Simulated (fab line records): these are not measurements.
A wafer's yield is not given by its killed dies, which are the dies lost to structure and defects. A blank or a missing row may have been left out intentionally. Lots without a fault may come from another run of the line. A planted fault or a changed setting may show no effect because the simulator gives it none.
fab line records	flow n5Finfet
record lots=3	wafers=9	lastDay=18
route steps=1938 shown BEOL_M4@1051 PASSIVATION@1936
lots untouched by any fault: they come from a run of this same line in which no faults occurred
startH: hours from the record's first day to the start of the lot's first wafer shown	waitH: how many hours have passed since the lot's step before this one	" same as the row above	L1.1+2: a row that stands for several wafers	- no value, or no start given	* or withheld: withheld	< > ~ a bound
route shown NAME@n: names a module that has steps shown in the file, with the first one's number in the route	usual: average and standard deviation across the fault-free wafers	same: alike in all rows	chamber/n: place in a boat	sites: readings site by site	_std_site: the values' standard deviation	_edge_site: inner sites' mean taken away from outer sites' mean	radiusMm: how far each site lies from the wafer's centre	mask NAME#n: copy n	behind: the last tool/chamber to shape the wafer	hold: why the lot went on hold/how many hours it stayed there/how the hold came to an end	device: names the non-switching transistor (n, p or np)	end of line: the tests these same wafers got at the end of their route	where a step has no rows: the recipe by itself	killed: the dies lost at the first sort to structure and to defects; this is not the yield of the wafer	map: a wafer's dies, marking killed ones x, the rest . and places with no die _
set.NAME: the run value of the setting; set.NAME@STEP: its run value at that earlier step	model.NAME: the simulator's own value behind a step, which no gauge read
lots at selected steps of the route; one table per step, one row per wafer
services: when a tool's chamber went out of use (startH, in hours from the record's first day, below 0 if earlier), for how many hours, and the reason
## steps
# step N5_BEOL_M4_EBR_24
# recipe solvent=PGMEA	ebrWidthMm=1.5
# step N5_BEOL_M4_SOFTBAKE_23
# recipe tempC=110	timeS=60	resist=CAR-EUV
# step N5_BEOL_M4_EXPOSE_25
# recipe maskId=V3	na=0.33	sourceShape=quasar	sigmaInner=0.2	sigmaOuter=0.8	polarization=unpolarized	defocusNm=5	doseMj=63
# step N5_BEOL_M4_PEB_26
# recipe pebTempC=100	pebTimeS=60	resist=CAR-EUV
# step N5_BEOL_M4_DEVELOP_27
# recipe developTimeS=30	developer=TMAH	resist=CAR-EUV	rinseLiquid=surfactantRinse	dry=airSpin	devTempC=23
# step N5_BEOL_M4_DESCUM_33
# recipe chemistry=O2	timeS=7	sourcePowerW=50	biasPowerW=20	pressureMtorr=20	rfFrequencyHz=2.712e+07	tempC=40	resist=CAR-EUV	o2FlowSccm=225
# step N5_BEOL_M4_ETCH_77
# recipe chemistry=N2/H2	target=underlayer	targetDepthA=65	maskMaterial=CAR-EUV	timeS=5.2	ionEnergyEv=200	pressureMtorr=30	sourceW=840	biasW=150	n2FlowSccm=200	h2FlowSccm=200	ends=cleared
# step N5_BEOL_M4_ETCH_69
# recipe chemistry=CF4	target=SiARC	targetDepthA=156	maskMaterial=CAR-EUV	timeS=26	ionEnergyEv=80	pressureMtorr=40	sourceW=545	biasW=36	Ar_flow_sccm=100	cf4FlowSccm=100	ends=cleared
# step N5_BEOL_M4_ALD_98
# recipe material=SiO2	targetThkA=25	tempC=100	aldPrecursorFamily=BDEAS	aldCoReactant=O2-plasma	pulseTimeS=1	coReactantPulseTimeS=1	purgeTimeS=2	coReactantPurgeTimeS=2	aldCycles=17	pressureTorr=2
# step N5_BEOL_M4_ETCHBACK_99
# recipe chemistry=CHF3	target=SiO2	targetDepthA=50	timeS=10.4	sourceW=215	biasW=47	Ar_flow_sccm=200	CHF3_flow_sccm=12	ionEnergyEv=100	pressureMtorr=30
# usual drypumpMotorCurrentA=5.9/0.33	oes_ar_750_au=0.78/0.067	oesProductAu=0.78/0.072	rfFwdPowerW=212.3/0.92	rfVppV=240.7/2.3	showerheadPlenumPTorr=2.11/0.065	throttleValvePct=17.03/0.26
# same timeS=10.4
lot.wafer	tool	chamber	startH	waitH	drypumpMotorCurrentA	oes_ar_750_au	oesProductAu	rfFwdPowerW	rfHoursCounterH	rfVppV	showerheadPlenumPTorr	throttleValvePct
L247.2	rieDiel-01	1	196.05	4.8	6.0	0.68	0.68	211.3	236	241.4	2.11	17.15
L247.5	"	0	"	"	6.1	0.81	0.81	211.6	-	240.9	2.07	16.69
L247.6	"	3	"	"	5.8	0.78	0.78	210.5	-	238.8	2.07	17.23
L258.1	rieDiel-03	1	256.69	1.8	6.4	0.87	0.88	212.4	39	238.8	2.10	16.69
L258.2	"	3	"	"	5.9	0.75	0.73	211.0	194	237.9	2.05	17.32
L258.5	"	0	"	"	5.1	0.87	0.88	212.5	-	245.1	2.10	16.90
L266.1	rieDiel-01	3	303.89	10.7	5.7	0.74	0.73	212.2	169	239.3	2.05	17.30
L266.4	"	0	"	"	6.0	0.77	0.77	211.2	-	240.9	2.05	16.77
L266.5	"	1	"	"	6.0	0.92	0.92	212.9	-	241.6	2.10	16.74
# step N5_BEOL_M4_ETCH_70
# recipe chemistry=N2/H2	target=SOC	targetDepthA=800	overetchA=240	maskMaterial=SiARC	tempC=40	timeS=130	ionEnergyEv=200	pressureMtorr=30	sourceW=840	biasW=150	n2FlowSccm=200	h2FlowSccm=200
# step N5_BEOL_M4_STRIP_71
# recipe chemistry=N2/H2	tempC=40	n2FlowSccm=200	h2FlowSccm=200	rfFrequencyHz=6e+07
# step N5_BEOL_M4_STRIP_78
# recipe chemistry=N2/H2	tempC=40	n2FlowSccm=200	h2FlowSccm=200	rfFrequencyHz=6e+07
# step N5_BEOL_M4_VIA_ETCH_34
# recipe chemistry=C4F6/O2	targetDepthA=694	maskMaterial=SOC	pressureMtorr=15	ionEnergyEv=250	taperDeg=4	timeS=65.9	sourceW=350	biasW=170	Ar_flow_sccm=300	C4F6_flow_sccm=10	O2_flow_sccm=10
# step N5_BEOL_M4_STRIP_83
# recipe chemistry=C4F6/O2	resist=SiARC	rfFrequencyHz=6e+07
# step N5_BEOL_M4_STRIP_36
# recipe chemistry=N2/H2	powerW=450	tempC=40	pressureMtorr=20	rfFrequencyHz=6e+07	overashFraction=0.3	biasPowerW=7	h2Frac=0.5	n2FlowSccm=200	h2FlowSccm=200
# step N5_BEOL_M4_TRENCH_ETCH_37
# recipe chemistry=C4F6/O2	targetDepthA=555.55	target=SiOC	timeS=29.2	ionEnergyEv=250	pressureMtorr=30	sourceW=355	biasW=185	Ar_flow_sccm=300	C4F6_flow_sccm=10	O2_flow_sccm=10
# step N5_BEOL_M4_ETCH_41
# recipe chemistry=CH3F/O2	target=SiCN	targetDepthA=299	taperDeg=2	timeS=52.5	ionEnergyEv=120	maskMaterial=TiN	pressureMtorr=30	sourceW=395	biasW=75	Ar_flow_sccm=150	CH3F_flow_sccm=30	O2_flow_sccm=20
# step N5_BEOL_M4_STRIP_97
# recipe chemistry=N2/H2	timeS=10	powerW=450	tempC=40	pressureMtorr=20	rfFrequencyHz=6e+07	biasPowerW=7	n2FlowSccm=200	h2FlowSccm=200
# step N5_BEOL_M4_HM_STRIP_39
# recipe chemistry=peroxideTinStrip	material=TiN	targetDepthA=250	tempC=50	timeS=158
# step N5_BEOL_M4_SRD_40
# recipe timeS=30	tempC=23	rinseLiquid=diw	dry=ipaMarangoni
# step N5_BEOL_M4_PRECLEAN_42
# recipe chemistry=residueRemover	timeS=60	tempC=40
# step N5_BEOL_M4_SRD_43
# recipe timeS=30	tempC=23	rinseLiquid=diw	dry=ipaMarangoni
# step N5_BEOL_M4_DEGAS_44
# recipe ambient=vacuum	tempC=250	timeS=60
# step N5_BEOL_M4_PRE_CLEAN_45
# recipe gas=H2/He	timeS=30	tempC=250
# step N5_BEOL_M4_ALD_84
# recipe material=TaN	targetThkA=*	tempC=275	aldPrecursorFamily=PDMAT	aldCoReactant=NH3	pressureTorr=3	carrierFlowSccm=1500	pulseTimeS=2	purgeTimeS=3	coReactantPurgeTimeS=2	coReactantPulseTimeS=3	aldCycles=30	precursorVesselTempC=75	precursorVesselPressureTorr=26.25	precursorVesselCarrierSccm=1000
# step N5_BEOL_M4_SURFACE_TREAT_85
# recipe gas=Ar	timeS=*	ionEnergyEv=*	ionCurrentMaCm2=0.5	pressureMtorr=*	arFlowSccm=30
# step N5_BEOL_M4_CVD_47
# recipe material=Co	targetThkA=30	tempC=withheld	precursor=CCTBA/H2	pressureTorr=30	timeS=223.8
# step N5_BEOL_M4_SPUTTER_48
# recipe material=Cu	targetThkA=45	tempC=-20	chamberPressurePa=0.07	powerW=withheld	timeS=8.29
# step N5_BEOL_M4_ANNEAL_49
# recipe tempC=400	timeS=240	ambient=vacuum
# step N5_BEOL_M4_SPUTTER_79
# recipe material=Cu	targetThkA=45	tempC=-20	chamberPressurePa=0.07	powerW=withheld	timeS=8.29
# step N5_BEOL_M4_ANNEAL_80
# recipe tempC=400	timeS=240	ambient=vacuum
# step N5_BEOL_M4_SPUTTER_81
# recipe material=Cu	targetThkA=45	tempC=-20	chamberPressurePa=0.07	powerW=withheld	timeS=8.29
# step N5_BEOL_M4_ANNEAL_82
# recipe tempC=400	timeS=240	ambient=vacuum
# step N5_BEOL_M4_SPUTTER_86
# recipe material=Cu	targetThkA=45	tempC=-20	chamberPressurePa=0.07	powerW=withheld	timeS=8.29
# step N5_BEOL_M4_ANNEAL_87
# recipe tempC=400	timeS=240	ambient=vacuum
# step N5_BEOL_M4_SPUTTER_88
# recipe material=Cu	targetThkA=45	tempC=-20	chamberPressurePa=0.07	powerW=withheld	timeS=8.29
# step N5_PASSIVATION_PROBE_49
# usual defectLimitedYield=91.2/1.5	killed_at_M0_to_M3=32/9.6	killed_at_M4_up=13/5.3	killedAtContacts=13/6.7	killedAtFrontEnd=42/11	killedAtOther=3.8/2.9	killedDies=103/17	killedOpen=67/13	killedShort=35/7.9	sort_bin_5_function=5.2/0.94	sort_bin_6_memory=3.3/0.64	sortNPass=1077/17	sortYieldPct=91.2/1.5
# same grossDies=1180	killedAtBackSide=0	sort_bin_4_leakage[%]=0	sort_bin_8_speed[%]=0
lot.wafer	tool	chamber	startH	waitH	defectLimitedYield[%]	killed_at_M0_to_M3	killed_at_M4_up	killedAtContacts	killedAtFrontEnd	killedAtOther	killedDies	killedOpen	killedShort	sort_bin_5_function[%]	sort_bin_6_memory[%]	sortNPass	sortYieldPct[%]
L266.1	prober-01	-	432.57	0.0	84.8	33	94	9	41	2	179	67	31	9.3	4.1	1001	84.8
# killed by level:class
L266.1 BEOL_M4:unspecified=79 BEOL_M0_SAQP:geometricParticle:open=13 BEOL_M0_SAQP:geometricParticle:short=10 STI_FIN_REVEAL:geometricParticle:open=9 FIN_SAQP:geometricParticle:open=7 MOL_CONTACT_COAG:geometricParticle:open=7 BEOL_M1:geometricParticle:open=5 BEOL_M4:geometricParticle:open=5
# map L266.1 (x killed, . not)
_________________....x.......________________
______________....x............._____________
___________.x.x...........x...x....__________
__________..........x............x.x_________
________.................x............_______
_______................................______
______............x.x.....x...xx........_____
_____xx.........x........x...............____
____....xx..........................x.....___
___...............x.........x........x.....__
___........x.x.......x..................x..__
__.....................x.............x..x..._
__............x..............x....x........._
_xxxx.x......x...............................
_xxx.xx..x..........x....xx..x.x..........x..
_xxxxxxxxx.......x...........................
_xxxxxxxx.......x....................x....x..
_xxxxx.xxxx........xx......x..x..............
_xxxxxxxx.x.x............x...................
_xxxxxxxx......x....x...xx...................
_xxxxxxxx.............x......................
__xxxxxxxx.x...........x...........x.......x_
__.xxxxxx..xx.........................x....._
___.x.x..x..........x.x........x.......x...__
___xxx..................x..........x.x.....__
____..............x...x.x...........x.....___
_____.................x..........x.......____
______..x.....x......................x.x_____
_______....x.....x..............x....x.______
________....................xx........_______
__________x...................x.x..._________
___________x.......xx........x.x...__________
______________.......x.x........_____________
_________________............________________
# map L247.5 (x killed, . not)
_________________........x...________________
______________....x.........x..._____________
___________.....x.x.....x..xx.....x__________
__________............x.........x..._________
________.............x.x.............._______
_______................................______
______..................x..........x...._____
_____......x..............x..x...........____
____.........x..............x.........x...___
___.....................x..................__
___......x............xx...................__
__.........................xx..............._
__...........x.........................x...._
_.............x.......x......................
_....x..x...........x..x...xx................
_........x............x.......xx.............
_.x.......x......x....x.x...............x..xx
_.............xxx...x........................
_.............................x..............
_.........x.....x.x.............x...........x
_...............x............x.......x.......
__........x............................x...._
__x........................................._
___....x.....xx...........x...x............__
___.....x..................................__
____......x...............................___
_____.......x........x...x..........x....____
______.......................x.........._____
_______x.....xx.........x..............______
________............x..x...x........x._______
__________.....x..............x....._________
___________.........x....xx.......x__________
______________.....x............_____________
_________________...........x________________
## services
tool	chamber	startH	hours	kind
rieDiel-01	1	203.47	7.2	repair
rieDiel-03	2	212.85	15.3	repair
rieDiel-01	1	244.09	-	clean
rieDiel-01	1	244.09	-	consumableReplace:focusRing
rieDiel-01	1	244.09	13.9	scheduledDown
rieDiel-01	1	244.09	13.9	ventCycle
rieDiel-01	2	290.57	-	clean
rieDiel-01	2	290.57	-	consumableReplace:focusRing
rieDiel-01	2	290.57	21.6	scheduledDown
rieDiel-01	2	290.57	21.6	ventCycle
## key
firstSign step=N5_PASSIVATION_PROBE_49	reading=killed_at_M4_up	direction=up	sigmas=15	usual=13	struck=94
effect step=N5_PASSIVATION_PROBE_49	reading=killedDies	direction=up	sigmas=4.4	usual=103	struck=179
moreKillsBornAt N5_BEOL_M4_ETCHBACK_99@rieDiel-01=79
metAt N5_BEOL_M4_ETCHBACK_99
struckWafers L266.1
onsetBetween 196.05 303.89
fault kind=chamberParticleSource	tool=rieDiel-01	chamber=3	onsetH=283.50	steps=N5_BEOL_M4_ETCHBACK_99	ratePerVisitCm2=0.53466	endH=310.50
